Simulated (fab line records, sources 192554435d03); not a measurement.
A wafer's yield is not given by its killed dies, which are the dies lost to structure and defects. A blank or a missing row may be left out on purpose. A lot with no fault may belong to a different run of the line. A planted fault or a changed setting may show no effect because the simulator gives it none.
What tool caused it? | flow n5 finfet | 72 wafers from 24 lots sampled at 4 of the route's 1938 steps

## WHAT EACH GAUGE READ, for each wafer
N5_BEOL_M4_INSPECT_30: inspects for defects (brightfield). Usual: raw defect count at 393, with a standard deviation of 85.
lot  | measured     | on                | raw defect count | flag
L074 | day 7 11:28  | defect inspect-01 | 559 513 413      |
L075 | day 8 05:11  | defect inspect-02 | 314 428 312      |
L077 | day 8 05:46  | defect inspect-01 | 627 617 588      |
L076 | day 8 10:53  | defect inspect-02 | 480 453 447      |
L078 | day 8 19:28  | defect inspect-01 | 396 372 396      |
L079 | day 8 20:17  | defect inspect-02 | 383 561 432      |
L080 | day 9 04:27  | defect inspect-02 | 389 356 316      |
L082 | day 9 18:31  | defect inspect-01 | 435 521 542      |
L081 | day 9 18:46  | defect inspect-01 | 476 450 488      |
L083 | day 9 20:02  | defect inspect-01 | 406 450 373      |
L084 | day 9 22:50  | defect inspect-01 | 322 394 283      |
L085 | day 10 17:59 | defect inspect-02 | 349 399 253      |
L087 | day 11 06:28 | defect inspect-02 | 309 378 247      |
L088 | day 11 09:28 | defect inspect-01 | 345 419 341      |
L086 | day 11 10:18 | defect inspect-02 | 375 393 368      |
L089 | day 11 15:14 | defect inspect-01 | 450 393 286      |
L090 | day 11 19:31 | defect inspect-02 | 300 259 255      |
L092 | day 11 22:16 | defect inspect-01 | 355 529 502      |
L091 | day 11 22:27 | defect inspect-02 | 417 253 215      |
L093 | day 12 19:35 | defect inspect-02 | 350 365 239      |
L094 | day 13 09:25 | defect inspect-01 | 428 308 442      |
L096 | day 13 11:59 | defect inspect-02 | 382 343 303      |
L095 | day 13 12:20 | defect inspect-02 | 520 360 414      |
L097 | day 13 14:14 | defect inspect-01 | 572 465 330      |

N5_BEOL_M5_INSPECT_13: inspects for defects (brightfield). Usual: raw defect count at 401, with a standard deviation of 100.
lot  | measured     | on                | raw defect count | flag
L074 | day 8 03:02  | defect inspect-02 | 388 352 437      |
L075 | day 8 17:52  | defect inspect-01 | 481 388 775      |
L077 | day 8 22:22  | defect inspect-02 | 311 315 323      |
L076 | day 9 01:50  | defect inspect-01 | 416 398 404      |
L078 | day 9 04:35  | defect inspect-02 | 351 466 566      |
L079 | day 9 12:07  | defect inspect-02 | 315 376 347      |
L080 | day 9 16:06  | defect inspect-02 | 349 395 270      |
L082 | day 10 03:51 | defect inspect-01 | 568 415 701      |
L081 | day 10 04:20 | defect inspect-02 | 412 357 400      |
L083 | day 10 10:20 | defect inspect-01 | 474 493 409      |
L084 | day 10 12:13 | defect inspect-02 | 427 415 453      |
L085 | day 11 04:44 | defect inspect-01 | 694 464 457      |
L087 | day 11 18:29 | defect inspect-01 | 497 357 468      |
L088 | day 11 18:40 | defect inspect-01 | 299 369 309      |
L086 | day 11 18:49 | defect inspect-01 | 256 374 364      |
L089 | day 12 03:36 | defect inspect-02 | 373 397 310      |
L090 | day 12 08:19 | defect inspect-02 | 298 355 348      |
L092 | day 12 10:16 | defect inspect-02 | 457 429 398      |
L091 | day 12 14:23 | defect inspect-02 | 306 360 272      |
L093 | day 13 04:59 | defect inspect-02 | 347 409 398      |
L094 | day 13 19:25 | defect inspect-02 | 244 301 201      |
L096 | day 13 22:51 | defect inspect-02 | 347 381 281      |
L095 | day 13 23:25 | defect inspect-01 | 298 339 364      |
L097 | day 14 02:43 | defect inspect-02 | 675 464 384      |

## TOOL THAT RAN EACH LOT (tool first, then ch and the chambers of the sampled wafers, then the start)
lot  | N5_BEOL_M4_PRE_CLEAN_45      | N5_BEOL_M5_HM_DEP_02
L074 | pvd sputter-03, day 7 18:08  | pvd sputter-02, day 8 02:33
L075 | pvd sputter-01, day 8 09:33  | pvd sputter-01, day 8 17:22
L077 | pvd sputter-03, day 8 14:20  | pvd sputter-03, day 8 21:52
L076 | pvd sputter-02, day 8 18:53  | pvd sputter-02, day 9 01:14
L078 | pvd sputter-03, day 8 22:26  | pvd sputter-02, day 9 04:07
L079 | pvd sputter-01, day 9 03:22  | pvd sputter-01, day 9 11:31
L080 | pvd sputter-03, day 9 07:19  | pvd sputter-03, day 9 15:29
L082 | pvd sputter-02, day 9 21:27  | pvd sputter-01, day 10 03:14
L081 | pvd sputter-01, day 9 21:59  | pvd sputter-01, day 10 03:51
L083 | pvd sputter-02, day 10 01:13 | pvd sputter-01, day 10 09:42
L084 | pvd sputter-03, day 10 05:56 | pvd sputter-03, day 10 11:37
L085 | pvd sputter-03, day 10 22:30 | pvd sputter-03, day 11 04:16
L087 | pvd sputter-03, day 11 11:05 | pvd sputter-02, day 11 17:50
L088 | pvd sputter-03, day 11 11:10 | pvd sputter-03, day 11 17:52
L086 | pvd sputter-01, day 11 11:21 | pvd sputter-02, day 11 18:12
L089 | pvd sputter-03, day 11 18:15 | pvd sputter-01, day 12 03:07
L090 | pvd sputter-02, day 11 21:40 | pvd sputter-03, day 12 07:41
L092 | pvd sputter-01, day 12 04:13 | pvd sputter-01, day 12 09:40
L091 | pvd sputter-01, day 12 04:18 | pvd sputter-03, day 12 13:47
L093 | pvd sputter-01, day 12 22:47 | pvd sputter-01, day 13 04:29
L094 | pvd sputter-02, day 13 12:59 | pvd sputter-03, day 13 18:46
L096 | pvd sputter-03, day 13 15:53 | pvd sputter-02, day 13 22:14
L095 | pvd sputter-02, day 13 16:30 | pvd sputter-01, day 13 22:49
L097 | pvd sputter-02, day 13 19:32 | pvd sputter-01, day 14 02:05
- N5_BEOL_M4_PRE_CLEAN_45: time 30 s.
- N5_BEOL_M5_HM_DEP_02: deposits TiN, target thk 20 nm.

## AS READ BY THE TOOLS THEMSELVES (means over the sampled wafers that have a number; for cases with no such wafer, the mark the record gives instead)
N5_BEOL_M4_PRE_CLEAN_45. Usual: heater power w at 317 W, with a standard deviation of 27.
lot  | tool           | heater power w (W) | flag
L074 | pvd sputter-03 | 285                |
L075 | pvd sputter-01 | 354                |
L077 | pvd sputter-03 | 292                |
L076 | pvd sputter-02 | 308                |
L078 | pvd sputter-03 | 290                |
L079 | pvd sputter-01 | 341                |
L080 | pvd sputter-03 | 301                |
L082 | pvd sputter-02 | 311                |
L081 | pvd sputter-01 | 346                |
L083 | pvd sputter-02 | 310                |
L084 | pvd sputter-03 | 305                |
L085 | pvd sputter-03 | 295                |
L087 | pvd sputter-03 | 293                |
L088 | pvd sputter-03 | 295                |
L086 | pvd sputter-01 | 357                |
L089 | pvd sputter-03 | 292                |
L090 | pvd sputter-02 | 312                |
L092 | pvd sputter-01 | 349                |
L091 | pvd sputter-01 | 347                |
L093 | pvd sputter-01 | 347                |
L094 | pvd sputter-02 | 328                |
L096 | pvd sputter-03 | 286                |
L095 | pvd sputter-02 | 329                |
L097 | pvd sputter-02 | 314                |

N5_BEOL_M5_HM_DEP_02. Usual: throttle valve pct at 29.9 %, with a standard deviation of 1.1.
lot  | tool           | throttle valve pct (%) | flag
L074 | pvd sputter-02 | 28.7                   |
L075 | pvd sputter-01 | 30.7                   |
L077 | pvd sputter-03 | 30.1                   |
L076 | pvd sputter-02 | 28.5                   |
L078 | pvd sputter-02 | 29.2                   |
L079 | pvd sputter-01 | 31.0                   |
L080 | pvd sputter-03 | 29.7                   |
L082 | pvd sputter-01 | 31.1                   |
L081 | pvd sputter-01 | 30.1                   |
L083 | pvd sputter-01 | 29.8                   |
L084 | pvd sputter-03 | 29.5                   |
L085 | pvd sputter-03 | 30.0                   |
L087 | pvd sputter-02 | 29.0                   |
L088 | pvd sputter-03 | 30.4                   |
L086 | pvd sputter-02 | 28.9                   |
L089 | pvd sputter-01 | 30.1                   |
L090 | pvd sputter-03 | 30.0                   |
L092 | pvd sputter-01 | 30.5                   |
L091 | pvd sputter-03 | 29.6                   |
L093 | pvd sputter-01 | 29.6                   |
L094 | pvd sputter-03 | 29.6                   |
L096 | pvd sputter-02 | 29.4                   |
L095 | pvd sputter-01 | 29.9                   |
L097 | pvd sputter-01 | 30.6                   |

## THE ANSWER, worked out from the rows above alone
Rule: a lot is off if the mean of its wafers that have a number lies more than 3 standard deviations from the usual mean. A lot without any number at a reading at which 4 lots or more have one is off too. All remaining lots with rows at the step are treated as sound. After the gauges, taken in route order, come the tools' own readings; for these a lot's mean is taken, as printed above. The first step at which some lot is off is used, and at that step the reading that is off furthest; a lot without a number counts as furthest.
Across all readings shown, no lot is off: no conclusion can be drawn from this.

## WHAT THE SIMULATOR PUT IN
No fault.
